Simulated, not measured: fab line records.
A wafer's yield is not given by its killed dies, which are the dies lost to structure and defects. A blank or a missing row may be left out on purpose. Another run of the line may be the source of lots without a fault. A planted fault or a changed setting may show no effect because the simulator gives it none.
What tool caused it? | flow n5 finfet | Sampling: 24 lots, 72 wafers, 6 of 1938 route steps

## WHAT EACH GAUGE READ, for each wafer
Not one reading of a measure or inspect step in the record can be checked against a usual standard deviation.

## WHAT TOOL EACH LOT RAN ON (gives the tool, then ch and the chambers of the sampled wafers, and finally the start)
lot  | N5_BEOL_M13_DESCUM_15              | N5_BEOL_M13_VIA_ETCH_16            | N5_BEOL_M13_STRIP_63                 | N5_BEOL_M13_SPUTTER_43       | N5_BEOL_M14_PRE_CLEAN_42     | N5_BEOL_M15_CMP_49
L074 | rie diel-03 ch 2,3, day 11 11:55   | rie diel-03 ch 2,3, day 11 12:00   | plasma asher-01 ch 0,1, day 11 12:14 | pvd sputter-01, day 11 14:50 | pvd sputter-02, day 11 18:59 | cmp-03 ch 0,2,3, day 12 05:10
L075 | rie diel-01 ch 0,2,3, day 11 18:19 | rie diel-01 ch 0,2,3, day 11 18:24 | plasma asher-02 ch 0,1, day 11 18:38 | pvd sputter-03, day 11 21:38 | pvd sputter-01, day 12 04:46 | cmp-04 ch 0,1,2, day 12 11:51
L078 | rie diel-03 ch 1,2, day 12 10:19   | rie diel-03 ch 1,2, day 12 10:24   | plasma asher-02 ch 0,1, day 12 10:38 | pvd sputter-02, day 12 12:55 | pvd sputter-03, day 12 18:13 | cmp-04 ch 0,1,3, day 13 03:17
L076 | rie diel-05 ch 0,1, day 12 14:18   | rie diel-05 ch 0,1, day 12 14:23   | plasma asher-02 ch 0,1, day 12 14:37 | pvd sputter-02, day 12 17:40 | pvd sputter-03, day 12 22:55 | cmp-03 ch 0,1,2, day 13 06:46
L081 | rie diel-05 ch 0,2,3, day 12 20:17 | rie diel-05 ch 0,2,3, day 12 20:22 | plasma asher-02 ch 0,1, day 12 20:37 | pvd sputter-02, day 13 01:33 | pvd sputter-01, day 13 12:09 | cmp-03 ch 0,1,3, day 13 18:19
L079 | rie diel-05 ch 2,3, day 13 00:59   | rie diel-05 ch 2,3, day 13 01:04   | plasma asher-02 ch 0,1, day 13 01:39 | pvd sputter-01, day 13 05:25 | pvd sputter-02, day 13 15:49 | cmp-03 ch 0,1, day 13 22:10
L080 | rie diel-05 ch 1,2, day 13 01:22   | rie diel-05 ch 1,2, day 13 01:28   | plasma asher-02 ch 0,1, day 13 01:50 | pvd sputter-02, day 13 05:33 | pvd sputter-02, day 13 16:08 | cmp-01 ch 1,3, day 13 23:10
L077 | rie diel-03 ch 0,1,2, day 13 02:12 | rie diel-03 ch 0,1,2, day 13 02:17 | plasma asher-02 ch 0, day 13 02:31   | pvd sputter-01, day 13 05:46 | pvd sputter-02, day 13 16:30 | cmp-01 ch 1,2,3, day 13 23:26
L082 | rie diel-01 ch 0,1,3, day 13 11:04 | rie diel-01 ch 0,1,3, day 13 11:09 | plasma asher-01 ch 0,1, day 13 11:23 | pvd sputter-02, day 13 15:28 | pvd sputter-03, day 13 19:58 | cmp-03 ch 0,2,3, day 14 04:18
L083 | rie diel-03 ch 0,1, day 13 15:28   | rie diel-03 ch 0,1, day 13 15:33   | plasma asher-02 ch 0,1, day 13 15:47 | pvd sputter-03, day 13 19:34 | pvd sputter-03, day 14 00:10 | cmp-04 ch 0,3, day 14 07:25
L084 | rie diel-05 ch 0,1,2, day 13 15:31 | rie diel-05 ch 0,1,2, day 13 15:36 | plasma asher-02 ch 0,1, day 13 15:56 | pvd sputter-02, day 13 19:35 | pvd sputter-02, day 14 01:59 | cmp-03 ch 0,1,2, day 14 07:41
L085 | rie diel-01 ch 0,1, day 13 22:15   | rie diel-01 ch 0,1, day 13 22:20   | plasma asher-01 ch 0,1, day 13 22:35 | pvd sputter-02, day 14 03:13 | pvd sputter-01, day 14 07:56 | cmp-04 ch 0,1, day 14 16:56
L086 | rie diel-05 ch 0,2, day 14 05:28   | rie diel-05 ch 0,2, day 14 05:33   | plasma asher-02 ch 1, day 14 05:48   | pvd sputter-01, day 14 08:26 | pvd sputter-03, day 14 15:07 | cmp-01 ch 1,2,3, day 15 00:24
L087 | rie diel-03 ch 0,1,3, day 14 07:11 | rie diel-03 ch 0,1,3, day 14 07:17 | plasma asher-02 ch 0,1, day 14 07:31 | pvd sputter-02, day 14 09:29 | pvd sputter-02, day 14 14:49 | cmp-03 ch 2,3, day 15 00:08
L088 | rie diel-05 ch 0,3, day 15 01:25   | rie diel-05 ch 0,3, day 15 01:30   | plasma asher-01 ch 0,1, day 15 01:44 | pvd sputter-03, day 15 08:29 | pvd sputter-03, day 15 12:41 | cmp-01 ch 0,2,3, day 15 18:46
L089 | rie diel-01 ch 1,2, day 15 09:07   | rie diel-01 ch 1,2, day 15 09:12   | plasma asher-01 ch 0, day 15 09:26   | pvd sputter-03, day 15 12:06 | pvd sputter-01, day 15 18:16 | cmp-01 ch 1,3, day 16 00:48
L091 | rie diel-05 ch 0,3, day 15 13:20   | rie diel-05 ch 0,3, day 15 13:26   | plasma asher-02 ch 1, day 15 13:40   | pvd sputter-01, day 15 15:34 | pvd sputter-02, day 15 20:56 | cmp-01 ch 0,1, day 16 04:28
L093 | rie diel-03 ch 0,1,2, day 15 19:16 | rie diel-03 ch 0,1,2, day 15 19:22 | plasma asher-01 ch 0,1, day 15 19:37 | pvd sputter-02, day 16 04:46 | pvd sputter-03, day 16 09:19 | cmp-01 ch 0,2,3, day 16 17:41
L090 | rie diel-05 ch 0,2, day 15 21:02   | rie diel-05 ch 0,2, day 15 21:07   | plasma asher-02 ch 0,1, day 15 21:23 | pvd sputter-03, day 16 03:19 | pvd sputter-03, day 16 08:16 | cmp-03 ch 1,2,3, day 16 14:02
L092 | rie diel-01 ch 1,2,3, day 15 22:31 | rie diel-01 ch 1,2,3, day 15 22:36 | plasma asher-01 ch 0,1, day 15 22:50 | pvd sputter-03, day 16 04:48 | pvd sputter-03, day 16 09:55 | cmp-01 ch 0,1, day 16 19:23
L094 | rie diel-05 ch 0,1,2, day 16 01:34 | rie diel-05 ch 0,1,2, day 16 01:39 | plasma asher-02 ch 0,1, day 16 01:53 | pvd sputter-03, day 16 05:07 | pvd sputter-01, day 16 12:22 | cmp-01 ch 0,1,3, day 16 19:46
L095 | rie diel-03 ch 1,2,3, day 17 01:34 | rie diel-03 ch 1,2,3, day 17 01:40 | plasma asher-02 ch 0,1, day 17 01:53 | pvd sputter-01, day 17 08:02 | pvd sputter-01, day 17 14:43 | cmp-01 ch 0,1,3, day 17 21:49
L097 | rie diel-01 ch 0,3, day 17 07:57   | rie diel-01 ch 0,3, day 17 08:02   | plasma asher-01 ch 0,1, day 17 08:16 | pvd sputter-01, day 17 11:11 | pvd sputter-02, day 17 17:40 | cmp-04 ch 0,3, day 17 23:28
L096 | rie diel-03 ch 0,2,3, day 17 08:50 | rie diel-03 ch 0,2,3, day 17 08:56 | plasma asher-01 ch 0,1, day 17 09:11 | pvd sputter-02, day 17 11:52 | pvd sputter-01, day 17 17:59 | cmp-01 ch 1,2, day 18 09:46
- N5_BEOL_M13_DESCUM_15: chemistry O2, time 7.9 s.
- N5_BEOL_M13_VIA_ETCH_16: etches SiOC in C4F8/O2/Ar, target depth 921.7 nm.
- N5_BEOL_M13_STRIP_63: strips in N2/H2.
- N5_BEOL_M13_SPUTTER_43: material TaN, target thk 15 nm, time 24.19 s.
- N5_BEOL_M14_PRE_CLEAN_42: time 30 s.
- N5_BEOL_M15_CMP_49: polishes, stops on SiO2, t overpolish 4.9 s, target thk 850 nm.

## AS READ BY THE TOOLS THEMSELVES (means over the sampled wafers that have a number; for cases with no such wafer, the mark the record gives instead)
N5_BEOL_M13_DESCUM_15. Usual: drypump motor current A 5.7 A, standard deviation 0.51; oes product au 0.79 a.u., standard deviation 0.08; rf vpp V 242.9 V, standard deviation 1.3; showerhead plenum p Torr 2.08 Torr, standard deviation 0.064; throttle valve pct 20.36 %, standard deviation 0.22.
lot  | tool        | drypump motor current A (A) | oes product au (a.u.) | rf vpp V (V) | showerhead plenum p Torr (Torr) | throttle valve pct (%) | flag
L074 | rie diel-03 | 6.3                         | 0.82                  | 244.0        | 2.18                            | 20.31                  |
L075 | rie diel-01 | 5.6                         | 0.86                  | 243.5        | 2.07                            | 20.27                  |
L078 | rie diel-03 | 6.1                         | 0.75                  | 242.9        | 2.08                            | 20.30                  |
L076 | rie diel-05 | 5.4                         | 0.79                  | 241.9        | 2.05                            | 20.30                  |
L081 | rie diel-05 | 5.3                         | 0.74                  | 242.7        | 2.06                            | 20.59                  |
L079 | rie diel-05 | 5.5                         | 0.74                  | 243.1        | 2.12                            | 20.74                  |
L080 | rie diel-05 | 5.3                         | 0.87                  | 243.5        | 2.05                            | 20.28                  |
L077 | rie diel-03 | 6.1                         | 0.75                  | 243.0        | 2.08                            | 20.35                  |
L082 | rie diel-01 | 5.6                         | 0.83                  | 242.7        | 2.06                            | 20.20                  |
L083 | rie diel-03 | 6.4                         | 0.74                  | 243.0        | 2.06                            | 20.39                  |
L084 | rie diel-05 | 5.3                         | 0.82                  | 242.0        | 2.05                            | 20.29                  |
L085 | rie diel-01 | 5.5                         | 0.84                  | 241.4        | 2.03                            | 20.13                  |
L086 | rie diel-05 | 5.1                         | 0.72                  | 241.9        | 2.00                            | 20.48                  |
L087 | rie diel-03 | 6.4                         | 0.77                  | 244.8        | 2.12                            | 20.39                  |
L088 | rie diel-05 | 5.3                         | 0.69                  | 242.4        | 2.05                            | 20.64                  |
L089 | rie diel-01 | 5.3                         | 0.83                  | 241.5        | 2.05                            | 20.26                  |
L091 | rie diel-05 | 5.5                         | 0.68                  | 243.6        | 2.11                            | 20.78                  |
L093 | rie diel-03 | 6.2                         | 0.73                  | 243.7        | 2.07                            | 20.38                  |
L090 | rie diel-05 | 5.1                         | 0.71                  | 241.8        | 2.00                            | 20.49                  |
L092 | rie diel-01 | 5.5                         | 0.81                  | 242.2        | 2.06                            | 20.28                  |
L094 | rie diel-05 | 5.4                         | 0.79                  | 243.1        | 2.05                            | 20.32                  |
L095 | rie diel-03 | 6.3                         | 0.75                  | 243.1        | 2.11                            | 20.38                  |
L097 | rie diel-01 | 5.7                         | 0.81                  | 242.1        | 2.05                            | 20.27                  |
L096 | rie diel-03 | 6.1                         | 0.76                  | 242.5        | 2.12                            | 20.40                  |

N5_BEOL_M13_VIA_ETCH_16. Usual: bias w 700.1 W, standard deviation 2.1; drypump motor current A 5.8 A, standard deviation 0.51; oes product au 0.71 a.u., standard deviation 0.07; rf vpp V 665.1 V, standard deviation 2.9; showerhead plenum p Torr 3.40 Torr, standard deviation 0.11; throttle valve pct 24.13 %, standard deviation 0.23.
lot  | tool        | bias w (W) | drypump motor current A (A) | oes product au (a.u.) | rf vpp V (V) | showerhead plenum p Torr (Torr) | throttle valve pct (%) | flag
L074 | rie diel-03 | 702.5      | 6.3                         | 0.74                  | 668.9        | 3.57                            | 24.18                  |
L075 | rie diel-01 | 698.2      | 5.6                         | 0.77                  | 664.9        | 3.40                            | 24.18                  |
L078 | rie diel-03 | 699.9      | 6.1                         | 0.67                  | 665.0        | 3.41                            | 24.11                  |
L076 | rie diel-05 | 698.3      | 5.4                         | 0.72                  | 663.4        | 3.33                            | 23.93                  |
L081 | rie diel-05 | 700.9      | 5.3                         | 0.66                  | 664.0        | 3.35                            | 24.23                  |
L079 | rie diel-05 | 699.5      | 5.6                         | 0.67                  | 666.0        | 3.45                            | 24.46                  |
L080 | rie diel-05 | 701.1      | 5.4                         | 0.79                  | 663.9        | 3.34                            | 23.93                  |
L077 | rie diel-03 | 698.5      | 6.1                         | 0.68                  | 665.8        | 3.40                            | 24.14                  |
L082 | rie diel-01 | 698.2      | 5.6                         | 0.75                  | 664.6        | 3.40                            | 24.19                  |
L083 | rie diel-03 | 699.7      | 6.4                         | 0.68                  | 665.4        | 3.37                            | 24.12                  |
L084 | rie diel-05 | 700.9      | 5.3                         | 0.74                  | 664.0        | 3.33                            | 23.94                  |
L085 | rie diel-01 | 699.5      | 5.5                         | 0.76                  | 663.2        | 3.35                            | 24.11                  |
L086 | rie diel-05 | 699.7      | 5.1                         | 0.66                  | 660.3        | 3.25                            | 24.04                  |
L087 | rie diel-03 | 702.2      | 6.4                         | 0.70                  | 666.6        | 3.46                            | 24.18                  |
L088 | rie diel-05 | 700.8      | 5.4                         | 0.62                  | 663.5        | 3.34                            | 24.27                  |
L089 | rie diel-01 | 699.3      | 5.3                         | 0.75                  | 662.8        | 3.33                            | 24.01                  |
L091 | rie diel-05 | 700.1      | 5.6                         | 0.61                  | 664.3        | 3.43                            | 24.49                  |
L093 | rie diel-03 | 700.5      | 6.1                         | 0.67                  | 665.8        | 3.39                            | 24.15                  |
L090 | rie diel-05 | 699.6      | 5.1                         | 0.65                  | 661.2        | 3.24                            | 24.04                  |
L092 | rie diel-01 | 700.1      | 5.6                         | 0.74                  | 663.7        | 3.39                            | 24.15                  |
L094 | rie diel-05 | 698.7      | 5.4                         | 0.71                  | 664.1        | 3.32                            | 23.95                  |
L095 | rie diel-03 | 701.0      | 6.3                         | 0.67                  | 666.3        | 3.46                            | 24.21                  |
L097 | rie diel-01 | 700.7      | 5.7                         | 0.73                  | 664.2        | 3.39                            | 24.28                  |
L096 | rie diel-03 | 702.1      | 6.1                         | 0.69                  | 666.4        | 3.48                            | 24.23                  |

N5_BEOL_M13_STRIP_63. Usual: drypump motor current A 5.6 A, standard deviation 0.4; heater power w 354 W, standard deviation 25; oes product au 0.674 a.u., standard deviation 0.005; strip time to endpoint s 28.1 s, standard deviation 1.2.
lot  | tool            | drypump motor current A (A) | heater power w (W) | oes product au (a.u.) | strip time to endpoint s (s) | flag
L074 | plasma asher-01 | 6.0                         | 375                | 0.678                 | 28.8                         |
L075 | plasma asher-02 | 5.5                         | 336                | 0.671                 | 27.7                         |
L078 | plasma asher-02 | 5.6                         | 338                | 0.672                 | 28.4                         |
L076 | plasma asher-02 | 5.5                         | 333                | 0.675                 | 28.7                         |
L081 | plasma asher-02 | 5.5                         | 334                | 0.670                 | 27.3                         |
L079 | plasma asher-02 | 5.3                         | 349                | 0.674                 | 28.1                         |
L080 | plasma asher-02 | 5.3                         | 346                | 0.674                 | 27.6                         |
L077 | plasma asher-02 | 5.1                         | 363                | 0.670                 | 27.1                         |
L082 | plasma asher-01 | 6.0                         | 380                | 0.677                 | 28.6                         |
L083 | plasma asher-02 | 5.4                         | 354                | 0.675                 | 28.8                         |
L084 | plasma asher-02 | 5.3                         | 345                | 0.670                 | 28.7                         |
L085 | plasma asher-01 | 5.7                         | 364                | 0.675                 | 28.3                         |
L086 | plasma asher-02 | 5.8                         | 321                | 0.670                 | 27.8                         |
L087 | plasma asher-02 | 5.5                         | 334                | 0.678                 | 28.9                         |
L088 | plasma asher-01 | 5.7                         | 364                | 0.672                 | 29.0                         |
L089 | plasma asher-01 | 5.5                         | 353                | 0.672                 | 26.9                         |
L091 | plasma asher-02 | 5.8                         | 325                | 0.675                 | 29.0                         |
L093 | plasma asher-01 | 6.0                         | 380                | 0.676                 | 28.0                         |
L090 | plasma asher-02 | 5.5                         | 337                | 0.675                 | 28.9                         |
L092 | plasma asher-01 | 6.0                         | 381                | 0.671                 | 26.9                         |
L094 | plasma asher-02 | 5.5                         | 337                | 0.679                 | 28.7                         |
L095 | plasma asher-02 | 5.3                         | 350                | 0.675                 | 27.1                         |
L097 | plasma asher-01 | 5.7                         | 364                | 0.674                 | 26.7                         |
L096 | plasma asher-01 | 5.7                         | 367                | 0.668                 | 26.0                         |

N5_BEOL_M13_SPUTTER_43. Usual: 29.8 % for throttle valve pct, sd 0.98.
lot  | tool           | throttle valve pct (%) | flag
L074 | pvd sputter-01 | 30.2                   |
L075 | pvd sputter-03 | 30.4                   |
L078 | pvd sputter-02 | 29.7                   |
L076 | pvd sputter-02 | 29.0                   |
L081 | pvd sputter-02 | 29.0                   |
L079 | pvd sputter-01 | 29.8                   |
L080 | pvd sputter-02 | 29.8                   |
L077 | pvd sputter-01 | 29.5                   |
L082 | pvd sputter-02 | 29.4                   |
L083 | pvd sputter-03 | 30.7                   |
L084 | pvd sputter-02 | 29.9                   |
L085 | pvd sputter-02 | 29.0                   |
L086 | pvd sputter-01 | 30.2                   |
L087 | pvd sputter-02 | 28.8                   |
L088 | pvd sputter-03 | 30.3                   |
L089 | pvd sputter-03 | 30.2                   |
L091 | pvd sputter-01 | 29.6                   |
L093 | pvd sputter-02 | 28.9                   |
L090 | pvd sputter-03 | 30.4                   |
L092 | pvd sputter-03 | 30.5                   |
L094 | pvd sputter-03 | 30.0                   |
L095 | pvd sputter-01 | 29.7                   |
L097 | pvd sputter-01 | 29.8                   |
L096 | pvd sputter-02 | 29.4                   |

N5_BEOL_M14_PRE_CLEAN_42. Usual: 463 W for heater power w, sd 59.
lot  | tool           | heater power w (W) | flag
L074 | pvd sputter-02 | 561                |
L075 | pvd sputter-01 | 484                |
L078 | pvd sputter-03 | 434                |
L076 | pvd sputter-03 | 404                |
L081 | pvd sputter-01 | 470                |
L079 | pvd sputter-02 | 442                |
L080 | pvd sputter-02 | 476                |
L077 | pvd sputter-02 | 510                |
L082 | pvd sputter-03 | 444                |
L083 | pvd sputter-03 | 439                |
L084 | pvd sputter-02 | 518                |
L085 | pvd sputter-01 | 468                |
L086 | pvd sputter-03 | 423                |
L087 | pvd sputter-02 | 472                |
L088 | pvd sputter-03 | 450                |
L089 | pvd sputter-01 | 485                |
L091 | pvd sputter-02 | 467                |
L093 | pvd sputter-03 | 402                |
L090 | pvd sputter-03 | 403                |
L092 | pvd sputter-03 | 439                |
L094 | pvd sputter-01 | 466                |
L095 | pvd sputter-01 | 475                |
L097 | pvd sputter-02 | 560                |
L096 | pvd sputter-01 | 459                |

N5_BEOL_M15_CMP_49. Usual: barrier field endpoint s 11.5 s, standard deviation 0.34; edge zone pressure frac 1.000, standard deviation 0.0049; motor current A 7.9 A, standard deviation 0.98; overpolish run s 4.900 s, standard deviation 0.009; slurry filter dp kPa 13.49 kPa, standard deviation 0.15.
lot  | tool   | barrier field endpoint s (s) | edge zone pressure frac | motor current A (A) | overpolish run s (s) | slurry filter dp kPa (kPa) | flag
L074 | cmp-03 | 11.8                         | 1.000                   | 9.0                 | 4.903                | 13.35                      |
L075 | cmp-04 | 11.1                         | 1.003                   | 8.0                 | 4.903                | 13.51                      |
L078 | cmp-04 | 11.1                         | 1.003                   | 8.0                 | 4.901                | 13.67                      |
L076 | cmp-03 | 11.5                         | 1.002                   | 8.3                 | 4.895                | 13.44                      |
L081 | cmp-03 | 11.5                         | 1.000                   | 7.9                 | 4.899                | 13.45                      |
L079 | cmp-03 | 11.2                         | 0.999                   | 7.4                 | 4.890                | 13.54                      |
L080 | cmp-01 | 11.4                         | 1.000                   | 7.9                 | 4.898                | 13.41                      |
L077 | cmp-01 | 11.5                         | 0.999                   | 7.4                 | 4.909                | 13.38                      |
L082 | cmp-03 | 11.6                         | 1.005                   | 8.8                 | 4.902                | 13.41                      |
L083 | cmp-04 | 11.5                         | 0.999                   | 7.8                 | 4.893                | 13.64                      |
L084 | cmp-03 | 11.2                         | 0.997                   | 8.4                 | 4.903                | 13.57                      |
L085 | cmp-04 | 11.6                         | 0.998                   | 7.4                 | 4.898                | 13.43                      |
L086 | cmp-01 | 11.7                         | 0.999                   | 7.5                 | 4.914                | 13.40                      |
L087 | cmp-03 | 11.7                         | 0.996                   | 9.2                 | 4.897                | 13.38                      |
L088 | cmp-01 | 11.7                         | 1.003                   | 7.3                 | 4.912                | 13.56                      |
L089 | cmp-01 | 11.5                         | 1.001                   | 7.9                 | 4.905                | 13.49                      |
L091 | cmp-01 | 11.6                         | 0.996                   | 8.3                 | 4.896                | 13.67                      |
L093 | cmp-01 | 11.2                         | 1.001                   | 7.5                 | 4.898                | 13.56                      |
L090 | cmp-03 | 10.9                         | 0.999                   | 8.5                 | 4.896                | 13.53                      |
L092 | cmp-01 | 11.6                         | 1.003                   | 8.0                 | 4.900                | 13.55                      |
L094 | cmp-01 | 11.6                         | 0.997                   | 8.1                 | 4.894                | 13.43                      |
L095 | cmp-01 | 11.6                         | 1.002                   | 8.0                 | 4.906                | 13.34                      |
L097 | cmp-04 | 11.5                         | 1.000                   | 7.1                 | 4.896                | 13.47                      |
L096 | cmp-01 | 11.6                         | 1.000                   | 7.1                 | 4.899                | 13.49                      |

## THE ANSWER, worked out from the rows above alone
Rule: a lot counts as off when the mean over its wafers that have a number is more than 3 standard deviations away from the usual mean. A lot without any number at a reading at which 4 lots or more have one is off too. Where the step has rows for the other lots, those lots are counted as sound. Order of review: gauges by route order, followed by the tools' own readings, for which a lot's mean as printed above is used. The first step at which some lot is off is used, and at that step the reading that is off furthest; a lot without a number counts as furthest.
None of the lots is off at any reading shown; this tells nothing.

## WHAT HAD BEEN PUT IN BY THE SIMULATOR
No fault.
